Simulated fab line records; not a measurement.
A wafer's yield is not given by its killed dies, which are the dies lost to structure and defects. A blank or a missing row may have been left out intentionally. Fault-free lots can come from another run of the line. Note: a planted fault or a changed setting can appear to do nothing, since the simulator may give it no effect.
fab line records | flow nand_harc
record lots=7 | wafers=18 | last_day=33
route steps=1302 shown A_ONON_D1@426
lots with no fault: from the same line, run without faults
start_h: hours from the record's opening day to when the first of the lot's shown wafers began | wait_h: hours elapsed since this lot's preceding step | " the same as in the row above | L1.1+2: a row that stands for several wafers | - no value, or no start given | * or withheld: withheld | < > ~ a bound
route shown NAME@n: NAME is a module with steps in the file, n the number in the route of the first one | usual: mean/standard deviation of fault-free wafers | same: alike in all rows | chamber/n: place in a boat | sites: readings site by site | _std_site: standard deviation of those values | _edge_site: mean of outer sites minus mean of inner sites | radius_mm: for every site, how far away it sits from the centre of the wafer | mask NAME#n: copy n | behind: tool/chamber where the wafer was last shaped | hold: what put the lot on hold/how long, in hours/how the hold closed | device: names the non-switching transistor (n, p or np) | end of line: tests of these same wafers at the route's end | where a step has no rows: the recipe by itself | killed: count of dies lost to structure and defects at first sort (not the wafer's yield) | map: per-die view of a wafer (x killed, . not killed, _ where there is no die)
set.NAME: the setting that was run; set.NAME@STEP: the one run at that earlier step | model.NAME: the simulator's own value behind a step, which no gauge read
lots seen at some steps along the route; tables by step, rows by wafer
services: the hour from which a tool's chamber was out of use, counted from the record's first day as start_h (under 0 if before that day), plus the number of hours and why
## steps
# step NHARC_A_ONON_D1_DEP_03
# recipe target_thk_a=10000 | n2_flow_sccm=2750 | n2o_flow_sccm=2000 | nh3_flow_sccm=500 | sih4_flow_sccm=210 | temp_c=400
# step NHARC_A_ONON_D1_THK_MEAS_05
# recipe thk_meas_gauge=ellipsometry
# usual thk_nm=999/9.4
lot.wafer | tool          | chamber | start_h | wait_h | thk_nm
L376.1    | film_metro-01 | -       | 185.46  | -      | 998
L376.2    | "             | -       | "       | "      | 1000
L376.4    | "             | -       | "       | "      | 999
L378.2    | film_metro-01 | -       | 202.62  | -      | 991
L378.3    | "             | -       | "       | "      | 995
L378.6    | "             | -       | "       | "      | 992
L390.1    | film_metro-02 | -       | 329.84  | -      | 999
L390.4    | "             | -       | "       | "      | 1000
L392.1    | film_metro-02 | -       | 344.16  | -      | 977
L392.5    | "             | -       | "       | "      | 977
L393.4    | film_metro-01 | -       | 350.74  | -      | 987
L393.5    | "             | -       | "       | "      | 986
L395.3    | film_metro-02 | -       | 373.04  | -      | 1014
L395.5    | "             | -       | "       | "      | 1016
L395.6    | "             | -       | "       | "      | 1015
L397.1    | film_metro-01 | -       | 392.31  | -      | 1002
L397.2    | "             | -       | "       | "      | 1004
L397.3    | "             | -       | "       | "      | 1004
# step NHARC_A_ONON_D1_DEP_06
# recipe target_thk_a=10000 | n2_flow_sccm=2750 | n2o_flow_sccm=2000 | nh3_flow_sccm=500 | sih4_flow_sccm=210 | temp_c=400
# step NHARC_A_ONON_D1_THK_MEAS_08
# recipe thk_meas_gauge=ellipsometry
# usual thk_nm=1001/10
lot.wafer | tool          | chamber | start_h | wait_h | thk_nm
L376.1    | film_metro-02 | -       | 186.02  | -      | 986
L376.2    | "             | -       | "       | "      | 986
L376.4    | "             | -       | "       | "      | 990
L378.2    | film_metro-01 | -       | 203.19  | -      | 1019
L378.3    | "             | -       | "       | "      | 1019
L378.6    | "             | -       | "       | "      | 1019
L390.1    | film_metro-01 | -       | 330.40  | -      | 1003
L390.4    | "             | -       | "       | "      | 1002
L392.1    | film_metro-02 | -       | 344.75  | -      | 1006
L392.5    | "             | -       | "       | "      | 1004
L393.4    | film_metro-01 | -       | 351.31  | -      | 1012
L393.5    | "             | -       | "       | "      | 1013
L395.3    | film_metro-01 | -       | 373.60  | -      | 987
L395.5    | "             | -       | "       | "      | 989
L395.6    | "             | -       | "       | "      | 989
L397.1    | film_metro-02 | -       | 392.88  | -      | 999
L397.2    | "             | -       | "       | "      | 1000
L397.3    | "             | -       | "       | "      | 1000
# step NHARC_A_ONON_D1_DEP_09
# recipe target_thk_a=10000 | n2_flow_sccm=2750 | n2o_flow_sccm=2000 | nh3_flow_sccm=500 | sih4_flow_sccm=210 | temp_c=400
# step NHARC_A_ONON_D1_THK_MEAS_11
# recipe thk_meas_gauge=ellipsometry
# usual thk_nm=1001/8.6
lot.wafer | tool          | chamber | start_h | wait_h | thk_nm
L376.1    | film_metro-02 | -       | 186.59  | -      | 996
L376.2    | "             | -       | "       | "      | 995
L376.4    | "             | -       | "       | "      | 993
L378.2    | film_metro-01 | -       | 203.75  | -      | 1022
L378.3    | "             | -       | "       | "      | 1020
L378.6    | "             | -       | "       | "      | 1024
L390.1    | film_metro-01 | -       | 330.97  | -      | 1003
L390.4    | "             | -       | "       | "      | 1003
L392.1    | film_metro-01 | -       | 345.32  | -      | 1003
L392.5    | "             | -       | "       | "      | 1003
L393.4    | film_metro-02 | -       | 351.88  | -      | 1012
L393.5    | "             | -       | "       | "      | 1010
L395.3    | film_metro-01 | -       | 374.18  | -      | 1003
L395.5    | "             | -       | "       | "      | 1002
L395.6    | "             | -       | "       | "      | 1001
L397.1    | film_metro-01 | -       | 393.45  | -      | 997
L397.2    | "             | -       | "       | "      | 999
L397.3    | "             | -       | "       | "      | 998
# step NHARC_A_ONON_D1_DEP_12
# recipe target_thk_a=10000 | n2_flow_sccm=2750 | n2o_flow_sccm=2000 | nh3_flow_sccm=500 | sih4_flow_sccm=210 | temp_c=400
# step NHARC_A_ONON_D1_THK_MEAS_14
# recipe thk_meas_gauge=ellipsometry
# usual thk_nm=999/8.5
lot.wafer | tool          | chamber | start_h | wait_h | thk_nm
L376.1    | film_metro-02 | -       | 187.15  | -      | 987
L376.2    | "             | -       | "       | "      | 990
L376.4    | "             | -       | "       | "      | 990
L378.2    | film_metro-01 | -       | 204.32  | -      | 992
L378.3    | "             | -       | "       | "      | 991
L378.6    | "             | -       | "       | "      | 993
L390.1    | film_metro-01 | -       | 331.53  | -      | 1020
L390.4    | "             | -       | "       | "      | 1022
L392.1    | film_metro-01 | -       | 345.88  | -      | 1002
L392.5    | "             | -       | "       | "      | 1001
L393.4    | film_metro-02 | -       | 352.44  | -      | 997
L393.5    | "             | -       | "       | "      | 998
L395.3    | film_metro-01 | -       | 374.75  | -      | 985
L395.5    | "             | -       | "       | "      | 987
L395.6    | "             | -       | "       | "      | 985
L397.1    | film_metro-02 | -       | 394.01  | -      | 997
L397.2    | "             | -       | "       | "      | 997
L397.3    | "             | -       | "       | "      | 998
# step NHARC_A_ONON_D1_ANNEAL_15
# recipe temp_c=750 | time_s=3600
# step NHARC_A_ONON_D1_DEP_16
# recipe target_thk_a=10000 | n2_flow_sccm=2750 | n2o_flow_sccm=2000 | nh3_flow_sccm=500 | sih4_flow_sccm=210 | temp_c=400
# step NHARC_A_ONON_D1_THK_MEAS_18
# recipe thk_meas_gauge=ellipsometry
# usual thk_nm=999/11
lot.wafer | tool          | chamber | start_h | wait_h | thk_nm
L376.1    | film_metro-02 | -       | 194.96  | -      | 982
L376.2    | "             | -       | "       | "      | 981
L376.4    | "             | -       | "       | "      | 983
L378.2    | film_metro-02 | -       | 212.07  | -      | 1003
L378.3    | "             | -       | "       | "      | 1005
L378.6    | "             | -       | "       | "      | 1002
L390.1    | film_metro-02 | -       | 339.38  | -      | 1005
L390.4    | "             | -       | "       | "      | 1007
L392.1    | film_metro-02 | -       | 353.96  | -      | 994
L392.5    | "             | -       | "       | "      | 996
L393.4    | film_metro-02 | -       | 360.23  | -      | 994
L393.5    | "             | -       | "       | "      | 993
L395.3    | film_metro-01 | -       | 379.23  | -      | 987
L395.5    | "             | -       | "       | "      | 989
L395.6    | "             | -       | "       | "      | 987
L397.1    | film_metro-02 | -       | 403.13  | -      | 1003
L397.2    | "             | -       | "       | "      | 1002
L397.3    | "             | -       | "       | "      | 1002
# step NHARC_A_ONON_D1_DEP_19
# recipe target_thk_a=10000 | n2_flow_sccm=2750 | n2o_flow_sccm=2000 | nh3_flow_sccm=500 | sih4_flow_sccm=210 | temp_c=400
lot.wafer  | tool          | chamber | start_h | wait_h
L376.1+2+4 | pecvd_onon-01 | 0       | 195.01  | 0.1
L378.2+3+6 | pecvd_onon-03 | 0       | 212.19  | 0.1
L390.1+4   | pecvd_onon-03 | 0       | 339.44  | 0.1
L392.1+5   | pecvd_onon-03 | 0       | 354.01  | 0.1
L393.4+5   | pecvd_onon-03 | 0       | 360.46  | 0.2
L395.3+5+6 | pecvd_onon-01 | 0       | 379.40  | 0.2
L397.1+2+3 | pecvd_onon-01 | 0       | 403.18  | 0.1
# step NHARC_A_ONON_D1_THK_MEAS_21
# recipe thk_meas_gauge=ellipsometry
# usual thk_nm=1000/9.7
lot.wafer | tool          | chamber | start_h | wait_h | thk_nm
L376.1    | film_metro-02 | -       | 195.52  | -      | 998
L376.2    | "             | -       | "       | "      | 998
L376.4    | "             | -       | "       | "      | 999
L378.2    | film_metro-01 | -       | 212.64  | -      | 996
L378.3    | "             | -       | "       | "      | 993
L378.6    | "             | -       | "       | "      | 995
L390.1    | film_metro-01 | -       | 339.94  | -      | 549
L390.4    | "             | -       | "       | "      | 552
L392.1    | film_metro-01 | -       | 354.52  | -      | 517
L392.5    | "             | -       | "       | "      | 984
L393.4    | film_metro-02 | -       | 360.80  | -      | 526
L393.5    | "             | -       | "       | "      | 996
L395.3    | film_metro-01 | -       | 379.80  | -      | 983
L395.5    | "             | -       | "       | "      | 985
L395.6    | "             | -       | "       | "      | 985
L397.1    | film_metro-02 | -       | 403.69  | -      | 1004
L397.2    | "             | -       | "       | "      | 1002
L397.3    | "             | -       | "       | "      | 1003
# step NHARC_A_ONON_D1_DEP_22
# recipe target_thk_a=10000 | n2_flow_sccm=2750 | n2o_flow_sccm=2000 | nh3_flow_sccm=500 | sih4_flow_sccm=210 | temp_c=400
## services
tool          | chamber | start_h | hours | kind
pecvd_onon-03 | -       | 227.00  | 13.0  | pm
pecvd_onon-01 | -       | 269.20  | 13.0  | pm
## key
first_sign step=NHARC_A_ONON_D1_THK_MEAS_21 | reading=thk_nm | direction=down | sigmas=48 | usual=1000 | struck=536
effect none on later readings
met_at NHARC_A_ONON_D1_DEP_19
struck_wafers L390.1,L390.4,L392.1,L393.4
later_rows_left_out L390.1,L390.4,L392.1,L393.4
sort_left_out L390.1,L390.4,L392.1,L393.4
tester_left_out L390,L392,L393
onset_between 212.19 339.44
fault kind=process_parameter_drift | tool=pecvd_onon-03 | chamber=- | onset_h=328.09 | steps=NHARC_A_ONON_D1_DEP_19 | channel=target_thk_a | offset=* | shape=step | end_h=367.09 | scope=struck_wafers_only | acts_in=* | stated=*
# tester_left_out: of these lots the tester's yield and bins aren't shown, on N5 and GAA mostly nor the transistor test; their killed dies are dies lost to structure and defects alone, not to doping, threshold or leakage, so they don't give the yield
# sort_left_out: the simulated sort isn't trusted on such a fault, so these wafers' sort isn't shown, and their yield isn't known
# later_rows_left_out: the simulator's readings of these wafers behind a module that went badly wrong aren't trusted and aren't shown, but for the sort
